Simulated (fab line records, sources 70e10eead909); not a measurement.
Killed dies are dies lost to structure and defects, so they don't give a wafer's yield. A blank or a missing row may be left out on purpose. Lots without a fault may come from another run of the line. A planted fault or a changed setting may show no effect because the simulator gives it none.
Chamber matching | flow nand_harc | NHARC_P_ZERO_WELL_DESCUM_39 on rie_diel-11: 4 sister chambers
The step chemistry O2, time 3 s. 14 wafers are shown with their chamber, then 7 later ones without.

WAFERS WITH THEIR CHAMBER
wafer  | chamber | drypump_motor_current_A (A) | oes_product_au (a.u.) | rf_vpp_V (V)
L494.1 | 1       | 5.8                         | 0.986                 | 58.2
L494.3 | 0       | 4.9                         | 1.011                 | 58.0
L494.6 | 0       | 4.9                         | 1.010                 | 59.2
L495.1 | 2       | 6.5                         | 0.998                 | 58.8
L495.2 | 3       | 6.6                         | 0.992                 | 57.2
L495.6 | 0       | 4.9                         | 1.006                 | 60.1
L498.1 | 2       | 6.4                         | 1.000                 | 59.7
L498.4 | 1       | 5.8                         | 0.989                 | 56.7
L498.6 | 3       | 6.6                         | 0.997                 | 57.0
L500.2 | 3       | 6.6                         | 0.985                 | 56.7
L500.4 | 2       | 6.5                         | 1.007                 | 57.1
L500.6 | 1       | 5.8                         | 1.001                 | 59.9
L507.1 | 1       | 5.8                         | 1.001                 | 57.1
L507.3 | 0       | 4.9                         | 0.991                 | 58.3

SIGNATURES (means of the wafers above)
reading                 | chamber 0 | chamber 1 | chamber 2 | chamber 3 | scatter within a chamber
drypump_motor_current_A | 4.900     | 5.800     | 6.467     | 6.600     | 0.0258
oes_product_au          | 1.00450   | 0.99425   | 1.00167   | 0.99133   | 0.00749
rf_vpp_V                | 58.900    | 57.975    | 58.533    | 56.967    | 1.12
Rule: a wafer's distance from a chamber is the root of the sum, over the readings, of the square of ((its reading less the chamber's mean) divided by the reading's scatter). The wafer belongs to the nearest chamber; if the next one is less than 2 further off, it can't be placed. The scatter: the root of (the sum of the squares of (reading less its chamber's mean) over the shown wafers, divided by (wafers less chambers)).

WAFERS WITHOUT THEIR CHAMBER
wafer  | drypump_motor_current_A (A) | oes_product_au (a.u.) | rf_vpp_V (V)
L507.6 | 4.9                         | 0.994                 | 58.3
L509.2 | 4.9                         | 1.007                 | 58.7
L509.4 | 5.8                         | 0.996                 | 58.3
L509.5 | 4.9                         | 0.992                 | 59.7
L512.1 | 5.8                         | 0.976                 | 60.1
L512.2 | 4.8                         | 0.997                 | 57.8
L512.6 | 4.9                         | 1.001                 | 58.8

WHICH CHAMBER EACH WENT THROUGH
wafer  | from the rows above | in truth
L507.6 | 0                   | 0
L509.2 | 0                   | 0
L509.4 | 1                   | 1
L509.5 | 0                   | 0
L512.1 | 1                   | 1
L512.2 | 0                   | 0
L512.6 | 0                   | 0
Placed correctly: 7 of 7. Can't be placed from these rows: 0. Placed wrongly: 0.
